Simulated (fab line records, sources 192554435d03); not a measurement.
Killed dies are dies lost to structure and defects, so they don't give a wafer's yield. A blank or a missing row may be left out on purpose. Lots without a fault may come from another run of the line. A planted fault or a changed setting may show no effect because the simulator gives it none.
Chamber matching | flow n5_finfet | N5_BEOL_M7_ETCH_65 on rie_diel-05: 4 sister chambers
The step etches SiARC in CF4, target depth 15.6 nm, time 26 s. 33 wafers are shown with their chamber, then 12 later ones without.

WAFERS WITH THEIR CHAMBER
wafer  | chamber | drypump_motor_current_A (A) | showerhead_plenum_p_Torr (Torr) | etch_rf_on_time_s (s)
L074.1 | 2       | 6.3                         | 2.20                            | 26.1
L074.2 | 0       | 5.3                         | 2.24                            | 24.3
L074.5 | 0       | 5.3                         | 2.24                            | 24.6
L075.3 | 0       | 5.3                         | 2.24                            | 24.7
L075.4 | 1       | 5.1                         | 2.22                            | 27.0
L075.5 | 3       | 6.0                         | 2.13                            | 25.5
L076.1 | 1       | 5.1                         | 2.22                            | 26.9
L076.2 | 3       | 6.0                         | 2.13                            | 25.7
L076.3 | 0       | 5.3                         | 2.23                            | 25.0
L078.1 | 3       | 6.1                         | 2.13                            | 25.4
L078.3 | 2       | 6.3                         | 2.20                            | 26.0
L078.4 | 1       | 5.1                         | 2.22                            | 26.6
L082.1 | 0       | 5.3                         | 2.23                            | 24.1
L082.3 | 1       | 5.1                         | 2.22                            | 26.5
L082.4 | 2       | 6.4                         | 2.19                            | 26.2
L083.2 | 0       | 5.3                         | 2.23                            | 24.5
L083.3 | 2       | 6.3                         | 2.19                            | 26.5
L083.6 | 3       | 6.0                         | 2.12                            | 25.8
L084.3 | 3       | 6.0                         | 2.12                            | 25.5
L084.5 | 1       | 5.1                         | 2.22                            | 26.2
L084.6 | 0       | 5.3                         | 2.23                            | 24.2
L085.1 | 0       | 5.3                         | 2.23                            | 24.3
L085.2 | 1       | 5.1                         | 2.22                            | 26.5
L085.6 | 1       | 5.1                         | 2.22                            | 26.7
L088.1 | 2       | 6.3                         | 2.19                            | 26.6
L088.2 | 0       | 5.3                         | 2.23                            | 24.4
L088.5 | 2       | 6.3                         | 2.19                            | 26.7
L090.4 | 2       | 6.3                         | 2.19                            | 26.1
L090.5 | 0       | 5.3                         | 2.23                            | 24.3
L090.6 | 3       | 6.0                         | 2.12                            | 24.8
L089.2 | 1       | 5.1                         | 2.22                            | 26.3
L089.5 | 0       | 5.3                         | 2.22                            | 24.7
L089.6 | 3       | 6.1                         | 2.12                            | 24.9

SIGNATURES (means of the wafers above)
reading                  | chamber 0 | chamber 1 | chamber 2 | chamber 3 | scatter within a chamber
drypump_motor_current_A  | 5.300     | 5.100     | 6.314     | 6.029     | 0.0281
showerhead_plenum_p_Torr | 2.2318    | 2.2200    | 2.1929    | 2.1243    | 0.00483
etch_rf_on_time_s        | 24.464    | 26.587    | 26.314    | 25.371    | 0.298
Rule: a wafer's distance from a chamber is the root of the sum, over the readings, of the square of ((its reading less the chamber's mean) divided by the reading's scatter). The wafer belongs to the nearest chamber; if the next one is less than 2 further off, it can't be placed. The scatter: the root of (the sum of the squares of (reading less its chamber's mean) over the shown wafers, divided by (wafers less chambers)).

WAFERS WITHOUT THEIR CHAMBER
wafer  | drypump_motor_current_A (A) | showerhead_plenum_p_Torr (Torr) | etch_rf_on_time_s (s)
L092.1 | 5.3                         | 2.22                            | 24.5
L092.2 | 6.3                         | 2.19                            | 26.4
L092.5 | 5.3                         | 2.22                            | 24.4
L094.2 | 6.0                         | 2.12                            | 25.2
L094.3 | 5.3                         | 2.22                            | 24.2
L094.4 | 5.1                         | 2.21                            | 26.3
L096.1 | 6.1                         | 2.11                            | 25.3
L096.3 | 5.1                         | 2.21                            | 26.2
L096.5 | 5.1                         | 2.21                            | 26.5
L097.2 | 6.0                         | 2.11                            | 25.3
L097.4 | 6.0                         | 2.11                            | 25.5
L097.5 | 5.3                         | 2.22                            | 24.7

WHICH CHAMBER EACH WENT THROUGH
wafer  | from the rows above | in truth
L092.1 | 0                   | 0
L092.2 | 2                   | 2
L092.5 | 0                   | 0
L094.2 | 3                   | 3
L094.3 | 0                   | 0
L094.4 | 1                   | 1
L096.1 | 3                   | 3
L096.3 | 1                   | 1
L096.5 | 1                   | 1
L097.2 | 3                   | 3
L097.4 | 3                   | 3
L097.5 | 0                   | 0
Placed correctly: 12 of 12. Can't be placed from these rows: 0. Placed wrongly: 0.
